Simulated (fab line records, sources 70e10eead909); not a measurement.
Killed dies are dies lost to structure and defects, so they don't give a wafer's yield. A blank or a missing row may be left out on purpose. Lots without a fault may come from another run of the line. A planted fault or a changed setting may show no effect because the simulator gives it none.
Which of the tools did it? | flow nand harc | 72 wafers from 24 lots sampled at 6 of the route's 1302 steps

WHAT THE GAUGES SHOWED, per wafer
The record holds no reading of a measuring or inspecting step that can be judged against a usual standard deviation.

TOOL THAT RAN EACH LOT (tool first, then ch and the chambers of the sampled wafers, then the start)
lot  | NHARC_A_WL_FILL_STRIP_27             | NHARC_A_WL_FILL_CMP_12        | NHARC_A_CONTACT_DEP_24          | NHARC_A_CONTACT_DEP_28        | NHARC_A_CONTACT_ETCH_121             | NHARC_A_CONTACT_ETCH_90
L074 | plasma asher-01 ch 0,1, day 20 14:45 | cmp-01 ch 0,1, day 21 06:29   | pecvd-01 ch 0,1,2, day 21 07:12 | acl dep-02 ch 0, day 21 14:51 | har cap etch-03 ch 0,1, day 21 21:24 | rie diel-10 ch 1,2,3, day 21 22:43
L077 | plasma asher-01 ch 0,1, day 21 04:12 | cmp-03 ch 2,3, day 22 05:20   | pecvd-01 ch 0,1,2, day 22 05:53 | acl dep-03 ch 0, day 22 07:55 | har cap etch-02 ch 0,1, day 22 15:19 | rie diel-07 ch 0,1,3, day 22 16:37
L075 | plasma asher-01 ch 0,1, day 21 08:19 | cmp-03 ch 0,1, day 22 02:46   | pecvd-04 ch 0,1,2, day 22 03:26 | acl dep-02 ch 0, day 22 06:23 | har cap etch-01 ch 0,1, day 22 13:48 | rie diel-10 ch 1,2,3, day 22 15:04
L076 | plasma asher-02 ch 0,1, day 21 08:31 | cmp-01 ch 1,2,3, day 22 02:49 | pecvd-02 ch 0,1, day 22 03:25   | acl dep-01 ch 0, day 22 05:08 | har cap etch-03 ch 0,1, day 22 13:53 | rie diel-10 ch 1,2, day 22 15:12
L078 | plasma asher-02 ch 0,1, day 21 21:18 | cmp-01 ch 0,2,3, day 22 15:13 | pecvd-04 ch 0,2, day 22 15:50   | acl dep-02 ch 0, day 22 17:44 | har cap etch-02 ch 0,1, day 23 01:01 | rie diel-10 ch 0,2,3, day 23 02:23
L079 | plasma asher-02 ch 0,1, day 22 03:52 | cmp-02 ch 2,3, day 22 19:54   | pecvd-04 ch 0,1,2, day 22 20:31 | acl dep-02 ch 0, day 23 02:52 | har cap etch-01 ch 0,1, day 23 10:47 | rie diel-10 ch 1,2,3, day 23 12:06
L080 | plasma asher-01 ch 0,1, day 22 04:01 | cmp-01 ch 0,2,3, day 22 19:52 | pecvd-01 ch 0,2, day 22 20:23   | acl dep-01 ch 0, day 23 02:51 | har cap etch-03 ch 0,1, day 23 11:38 | rie diel-10 ch 0,1,2, day 23 12:57
L081 | plasma asher-02 ch 0,1, day 23 10:01 | cmp-01 ch 1,2, day 24 04:06   | pecvd-01 ch 0,1, day 24 04:44   | acl dep-03 ch 0, day 24 09:13 | har cap etch-03 ch 0, day 24 18:59   | rie diel-10 ch 0,1,2, day 24 20:19
L082 | plasma asher-02 ch 0,1, day 23 10:11 | cmp-01 ch 2,3, day 24 03:57   | pecvd-02 ch 1,2, day 24 04:29   | acl dep-02 ch 0, day 24 10:01 | har cap etch-02 ch 0,1, day 24 17:25 | rie diel-10 ch 0,1,2, day 24 18:41
L085 | plasma asher-02 ch 0,1, day 24 12:08 | cmp-03 ch 0,2,3, day 25 05:32 | pecvd-04 ch 0,1,2, day 25 06:05 | acl dep-01 ch 0, day 25 07:25 | har cap etch-03 ch 0,1, day 25 15:57 | rie diel-10 ch 0,1,2, day 25 17:17
L084 | plasma asher-01 ch 0,1, day 24 12:18 | cmp-02 ch 2,3, day 25 05:31   | pecvd-01 ch 0,2, day 25 06:05   | acl dep-02 ch 0, day 25 07:44 | har cap etch-02 ch 0,1, day 25 16:23 | rie diel-07 ch 1,2,3, day 25 17:46
L083 | plasma asher-01 ch 0,1, day 24 22:28 | cmp-01 ch 0,1,2, day 25 15:36 | pecvd-01 ch 0,1,2, day 25 16:13 | acl dep-02 ch 0, day 25 18:11 | har cap etch-03 ch 0,1, day 26 02:16 | rie diel-01 ch 0,1,3, day 26 03:31
L086 | plasma asher-01 ch 0,1, day 25 09:07 | cmp-02 ch 0,1,3, day 26 01:18 | pecvd-01 ch 0,2, day 26 01:50   | acl dep-01 ch 0, day 26 05:05 | har cap etch-03 ch 0,1, day 26 13:49 | rie diel-01 ch 0,1,2, day 26 15:08
L087 | plasma asher-01 ch 0,1, day 25 20:55 | cmp-01 ch 1,2,3, day 26 13:14 | pecvd-01 ch 0,1, day 26 13:51   | acl dep-01 ch 0, day 26 15:44 | har cap etch-02 ch 0,1, day 26 23:08 | rie diel-10 ch 0,3, day 27 00:22
L088 | plasma asher-01 ch 0,1, day 26 18:49 | cmp-03 ch 1,3, day 27 15:20   | pecvd-04 ch 1,2, day 27 16:05   | acl dep-03 ch 0, day 27 20:34 | har cap etch-02 ch 0,1, day 28 05:05 | rie diel-10 ch 0,2, day 28 06:22
L090 | plasma asher-02 ch 0,1, day 26 19:10 | cmp-03 ch 0,2,3, day 27 12:46 | pecvd-04 ch 1,2, day 27 13:29   | acl dep-01 ch 0, day 27 15:31 | har cap etch-02 ch 0,1, day 27 22:47 | rie diel-10 ch 1,2,3, day 28 00:03
L091 | plasma asher-01 ch 0,1, day 26 22:30 | cmp-01 ch 1,2,3, day 27 12:54 | pecvd-02 ch 1,2, day 27 13:26   | acl dep-02 ch 0, day 27 14:13 | har cap etch-03 ch 0,1, day 27 23:08 | rie diel-10 ch 0,1,2, day 28 01:05
L089 | plasma asher-02 ch 0,1, day 26 22:40 | cmp-01 ch 0,3, day 27 15:13   | pecvd-01 ch 0,2, day 27 15:44   | acl dep-02 ch 0, day 27 18:31 | har cap etch-01 ch 0,1, day 28 03:10 | rie diel-10 ch 1,2,3, day 28 04:29
L092 | plasma asher-01 ch 1, day 27 23:05   | cmp-02 ch 0,2, day 28 15:21   | pecvd-02 ch 0,1,2, day 28 15:53 | acl dep-02 ch 0, day 28 19:16 | har cap etch-01 ch 0,1, day 29 04:31 | rie diel-07 ch 0,2,3, day 29 06:07
L094 | plasma asher-01 ch 0,1, day 28 11:00 | cmp-01 ch 0,2,3, day 29 07:46 | pecvd-04 ch 0,1,2, day 29 08:19 | acl dep-01 ch 0, day 29 08:56 | har cap etch-02 ch 0,1, day 29 17:35 | rie diel-10 ch 0,1,2, day 29 18:54
L093 | plasma asher-02 ch 0,1, day 28 13:45 | cmp-03 ch 2,3, day 29 05:11   | pecvd-04 ch 0,1,2, day 29 05:54 | acl dep-03 ch 0, day 29 08:25 | har cap etch-01 ch 0,1, day 29 14:56 | rie diel-07 ch 2,3, day 29 16:11
L095 | plasma asher-02 ch 0,1, day 29 01:48 | cmp-03 ch 0,1,3, day 29 18:18 | pecvd-04 ch 1,2, day 29 18:53   | acl dep-03 ch 0, day 29 21:04 | har cap etch-03 ch 0,1, day 30 05:55 | rie diel-10 ch 0,1,2, day 30 07:16
L096 | plasma asher-01 ch 0,1, day 29 15:36 | cmp-01 ch 0,1, day 30 07:27   | pecvd-04 ch 0,1,2, day 30 08:08 | acl dep-02 ch 0, day 30 09:19 | har cap etch-03 ch 0,1, day 30 18:11 | rie diel-01 ch 1,2,3, day 30 19:48
L097 | plasma asher-02 ch 0,1, day 29 22:31 | cmp-01 ch 0,2, day 30 14:38   | pecvd-04 ch 0,1,2, day 30 15:14 | acl dep-01 ch 0, day 30 16:29 | har cap etch-02 ch 0, day 31 00:35   | rie diel-07 ch 0,1,2, day 31 01:53
- NHARC_A_WL_FILL_STRIP_27: strips in N2/H2, time 20 s.
- NHARC_A_WL_FILL_CMP_12: polishes, t overpolish 30 s, target thk 100 nm.
- NHARC_A_CONTACT_DEP_24: deposits SiO2, target thk 500 nm.
- NHARC_A_CONTACT_DEP_28: deposits aC, target thk 7000 nm.
- NHARC_A_CONTACT_ETCH_121: etches the open film in C4F8/O2/Ar, time 190 s, target depth 1850 nm.
- NHARC_A_CONTACT_ETCH_90: etches the open film in CH3F/O2, target depth 40 nm, time 85.7 s.

WHAT THE TOOLS THEMSELVES READ (means of the sampled wafers that have a number; where no wafer has one, the mark that the record gives instead)
NHARC_A_WL_FILL_STRIP_27. Usual: drypump motor current A 5.6 A, standard deviation 0.38; heater power w 346 W, standard deviation 11.
lot  | tool            | drypump motor current A (A) | heater power w (W) | flag
L074 | plasma asher-01 | 5.2                         | 357                |
L077 | plasma asher-01 | 5.3                         | 344                |
L075 | plasma asher-01 | 5.3                         | 350                |
L076 | plasma asher-02 | 5.8                         | 333                |
L078 | plasma asher-02 | 5.9                         | 335                |
L079 | plasma asher-02 | 6.0                         | 344                |
L080 | plasma asher-01 | 5.3                         | 347                |
L081 | plasma asher-02 | 5.9                         | 336                |
L082 | plasma asher-02 | 5.9                         | 333                |
L085 | plasma asher-02 | 5.9                         | 334                |
L084 | plasma asher-01 | 5.3                         | 344                |
L083 | plasma asher-01 | 5.2                         | 346                |
L086 | plasma asher-01 | 5.2                         | 350                |
L087 | plasma asher-01 | 5.3                         | 342                |
L088 | plasma asher-01 | 5.2                         | 350                |
L090 | plasma asher-02 | 5.9                         | 351                |
L091 | plasma asher-01 | 5.4                         | 341                |
L089 | plasma asher-02 | 6.0                         | 351                |
L092 | plasma asher-01 | 5.5                         | 331                |
L094 | plasma asher-01 | 5.4                         | 339                |
L093 | plasma asher-02 | 6.0                         | 356                |
L095 | plasma asher-02 | 6.0                         | 349                |
L096 | plasma asher-01 | 5.3                         | 341                |
L097 | plasma asher-02 | 5.9                         | 347                |

NHARC_A_WL_FILL_CMP_12. Usual: motor current A 12.4 A, standard deviation 1.1; overpolish run s 30.000 s, standard deviation 0.0085; time to endpoint s 19.1 s, standard deviation 2.8.
lot  | tool   | motor current A (A) | overpolish run s (s) | time to endpoint s (s) | flag
L074 | cmp-01 | 12.1                | 30.000               | 17.3                   |
L077 | cmp-03 | 14.0                | 30.002               | 19.4                   |
L075 | cmp-03 | 11.3                | 30.001               | 22.5                   |
L076 | cmp-01 | 12.3                | 29.999               | 14.1                   |
L078 | cmp-01 | 12.4                | 29.998               | 14.0                   |
L079 | cmp-02 | 11.7                | 29.994               | 17.8                   |
L080 | cmp-01 | 12.7                | 30.004               | 17.4                   |
L081 | cmp-01 | 12.2                | 29.996               | 17.8                   |
L082 | cmp-01 | 12.5                | 30.015               | 15.7                   |
L085 | cmp-03 | 13.1                | 29.998               | 21.6                   |
L084 | cmp-02 | 11.9                | 30.000               | 17.5                   |
L083 | cmp-01 | 12.0                | 30.000               | 19.1                   |
L086 | cmp-02 | 12.2                | 30.008               | 19.4                   |
L087 | cmp-01 | 12.2                | 29.996               | 21.6                   |
L088 | cmp-03 | 11.9                | 29.999               | 19.0                   |
L090 | cmp-03 | 13.0                | 29.997               | 17.5                   |
L091 | cmp-01 | 12.5                | 30.005               | 20.6                   |
L089 | cmp-01 | 12.5                | 29.997               | 20.0                   |
L092 | cmp-02 | 13.6                | 30.002               | 21.6                   |
L094 | cmp-01 | 12.2                | 30.001               | 21.4                   |
L093 | cmp-03 | 13.9                | 30.001               | 18.9                   |
L095 | cmp-03 | 11.7                | 30.003               | 21.1                   |
L096 | cmp-01 | 12.3                | 30.001               | 22.8                   |
L097 | cmp-01 | 12.4                | 30.001               | 17.9                   |

NHARC_A_CONTACT_DEP_24. Usual: heater power w 532 W, standard deviation 60; throttle valve pct 15.9 %, standard deviation 0.53.
lot  | tool     | heater power w (W) | throttle valve pct (%) | flag
L074 | pecvd-01 | 564                | 16.3                   |
L077 | pecvd-01 | 518                | 16.0                   |
L075 | pecvd-04 | 503                | 15.5                   |
L076 | pecvd-02 | 488                | 16.0                   |
L078 | pecvd-04 | 501                | 15.0                   |
L079 | pecvd-04 | 532                | 15.4                   |
L080 | pecvd-01 | 491                | 16.1                   |
L081 | pecvd-01 | 474                | 16.1                   |
L082 | pecvd-02 | 528                | 15.8                   |
L085 | pecvd-04 | 566                | 15.7                   |
L084 | pecvd-01 | 454                | 16.3                   |
L083 | pecvd-01 | 513                | 16.2                   |
L086 | pecvd-01 | 523                | 16.2                   |
L087 | pecvd-01 | 515                | 16.0                   |
L088 | pecvd-04 | 563                | 16.0                   |
L090 | pecvd-04 | 501                | 15.9                   |
L091 | pecvd-02 | 496                | 15.8                   |
L089 | pecvd-01 | 510                | 16.6                   |
L092 | pecvd-02 | 554                | 16.1                   |
L094 | pecvd-04 | 564                | 15.6                   |
L093 | pecvd-04 | 593                | 15.8                   |
L095 | pecvd-04 | 560                | 16.1                   |
L096 | pecvd-04 | 581                | 15.6                   |
L097 | pecvd-04 | 552                | 15.6                   |

NHARC_A_CONTACT_DEP_28. Usual: throttle valve pct 35.001 %, standard deviation 0.0089.
lot  | tool       | throttle valve pct (%) | flag
L074 | acl dep-02 | 35.004                 |
L077 | acl dep-03 | 34.998                 |
L075 | acl dep-02 | 34.992                 |
L076 | acl dep-01 | 35.010                 |
L078 | acl dep-02 | 34.995                 |
L079 | acl dep-02 | 35.004                 |
L080 | acl dep-01 | 34.999                 |
L081 | acl dep-03 | 35.002                 |
L082 | acl dep-02 | 35.002                 |
L085 | acl dep-01 | 34.998                 |
L084 | acl dep-02 | 34.998                 |
L083 | acl dep-02 | 35.000                 |
L086 | acl dep-01 | 35.008                 |
L087 | acl dep-01 | 34.996                 |
L088 | acl dep-03 | 34.996                 |
L090 | acl dep-01 | 35.000                 |
L091 | acl dep-02 | 35.006                 |
L089 | acl dep-02 | 35.005                 |
L092 | acl dep-02 | 35.005                 |
L094 | acl dep-01 | 35.002                 |
L093 | acl dep-03 | 34.998                 |
L095 | acl dep-03 | 35.006                 |
L096 | acl dep-02 | 34.998                 |
L097 | acl dep-01 | 35.002                 |

NHARC_A_CONTACT_ETCH_90. Usual: drypump motor current A 5.78 A, standard deviation 0.27; oes product au 0.96 a.u., standard deviation 0.04; rf vpp V 243.6 V, standard deviation 1.7; showerhead plenum p Torr 2.39 Torr, standard deviation 0.1; throttle valve pct 20.664 %, standard deviation 0.0076.
lot  | tool        | drypump motor current A (A) | oes product au (a.u.) | rf vpp V (V) | showerhead plenum p Torr (Torr) | throttle valve pct (%) | flag
L074 | rie diel-10 | 5.78                        | 0.93                  | 243.3        | 2.39                            | 20.666                 |
L077 | rie diel-07 | 5.67                        | 0.92                  | 245.1        | 2.46                            | 20.661                 |
L075 | rie diel-10 | 5.80                        | 1.02                  | 243.6        | 2.39                            | 20.671                 |
L076 | rie diel-10 | 5.79                        | 0.94                  | 241.9        | 2.37                            | 20.666                 |
L078 | rie diel-10 | 5.79                        | 0.99                  | 243.0        | 2.32                            | 20.652                 |
L079 | rie diel-10 | 5.76                        | 0.94                  | 243.3        | 2.38                            | 20.662                 |
L080 | rie diel-10 | 5.71                        | 1.01                  | 242.6        | 2.38                            | 20.670                 |
L081 | rie diel-10 | 5.73                        | 1.02                  | 243.6        | 2.38                            | 20.664                 |
L082 | rie diel-10 | 5.71                        | 1.02                  | 243.0        | 2.38                            | 20.670                 |
L085 | rie diel-10 | 5.71                        | 1.01                  | 243.9        | 2.38                            | 20.666                 |
L084 | rie diel-07 | 5.85                        | 0.93                  | 244.0        | 2.41                            | 20.670                 |
L083 | rie diel-01 | 6.20                        | 1.00                  | 244.0        | 2.41                            | 20.663                 |
L086 | rie diel-01 | 6.06                        | 0.94                  | 244.3        | 2.38                            | 20.664                 |
L087 | rie diel-10 | 5.74                        | 0.93                  | 243.1        | 2.33                            | 20.651                 |
L088 | rie diel-10 | 5.71                        | 0.91                  | 242.6        | 2.31                            | 20.664                 |
L090 | rie diel-10 | 5.77                        | 0.92                  | 243.5        | 2.38                            | 20.658                 |
L091 | rie diel-10 | 5.70                        | 0.99                  | 243.4        | 2.37                            | 20.662                 |
L089 | rie diel-10 | 5.79                        | 0.91                  | 243.5        | 2.38                            | 20.670                 |
L092 | rie diel-07 | 5.54                        | 0.92                  | 245.3        | 2.52                            | 20.658                 |
L094 | rie diel-10 | 5.71                        | 0.92                  | 243.4        | 2.37                            | 20.663                 |
L093 | rie diel-07 | 5.79                        | 1.01                  | 246.5        | 2.56                            | 20.663                 |
L095 | rie diel-10 | 5.69                        | 0.98                  | 243.3        | 2.37                            | 20.662                 |
L096 | rie diel-01 | 6.32                        | 0.94                  | 242.9        | 2.38                            | 20.661                 |
L097 | rie diel-07 | 5.58                        | 1.00                  | 245.1        | 2.48                            | 20.656                 |

THE ANSWER, worked out from the rows above alone
Rule: lot off if the mean of its wafers having a number is beyond 3 standard deviations from the usual mean. Also off: a lot with no number at a reading for which 4 or more lots have one. Any other lot the step has rows for is counted as sound. Order of review: gauges by route order, followed by the tools' own readings, for which a lot's mean as printed above is used. The first step at which some lot is off is used, and at that step the reading that is off furthest; a lot without a number counts as furthest.
None of the lots is off at any reading shown; this tells nothing.

WHAT THE SIMULATOR PUT IN
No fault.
